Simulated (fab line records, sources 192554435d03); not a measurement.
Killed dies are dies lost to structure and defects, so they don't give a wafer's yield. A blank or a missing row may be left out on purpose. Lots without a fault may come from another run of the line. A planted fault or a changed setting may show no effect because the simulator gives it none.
Chamber matching | flow n5_finfet | N5_DUMMY_GATE_CVD_03 on lpcvd-01: 13 sister chambers
The step deposits a-Si from SiH4, target thk 150 nm, time 8042 s. 14 wafers are shown with their chamber, then 3 later ones without.

WAFERS WITH THEIR CHAMBER
wafer  | chamber | spike_tc_top_C (C) | spike_tc_upper_C (C)
L746.1 | 1/65    | 557.1              | 531.6
L746.3 | 1/75    | 557.1              | 531.6
L746.6 | 1/89    | 557.1              | 531.6
L748.2 | 1/20    | 557.1              | 531.2
L748.3 | 1/25    | 557.1              | 531.2
L748.6 | 1/39    | 557.1              | 531.2
L755.1 | 0/90    | 552.2              | 528.9
L755.5 | 0/109   | 552.2              | 528.9
L755.6 | 0/114   | 552.2              | 528.9
L757.1 | 1/15    | 557.6              | 532.0
L757.3 | 1/25    | 557.6              | 532.0
L757.4 | 1/29    | 557.6              | 532.0
L761.3 | 0/50    | 552.2              | 528.8
L761.4 | 0/54    | 552.2              | 528.8

WAFERS WITHOUT THEIR CHAMBER
wafer  | spike_tc_top_C (C) | spike_tc_upper_C (C)
L764.3 | 553.2              | 529.3
L764.4 | 553.2              | 529.3
L766.3 | 552.9              | 529.6

WHICH CHAMBER EACH WENT THROUGH
wafer  | from the rows above                                     | in truth
L764.3 | can't be placed: 0/109 or 0/114 or 0/90 or 0/50 or 0/54 | 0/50
L764.4 | can't be placed: 0/109 or 0/114 or 0/90 or 0/50 or 0/54 | 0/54
L766.3 | can't be placed: 0/109 or 0/114 or 0/90 or 0/50 or 0/54 | 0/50
Placed correctly: 0 of 3. Can't be placed from these rows: 3 (the true chamber is among the candidates in 3). Placed wrongly: 0.
How it was worked out, from the rows above alone: a wafer's distance from a chamber is the root of the sum, over the readings, of the square of ((its reading less the chamber's mean) divided by the reading's scatter). The wafer belongs to the nearest chamber; if the next one is less than 2 further off, it can't be placed. A chamber's mean is the mean of its shown wafers. The scatter: the root of (the sum of the squares of (reading less its chamber's mean) over the shown wafers, divided by (wafers less chambers)).
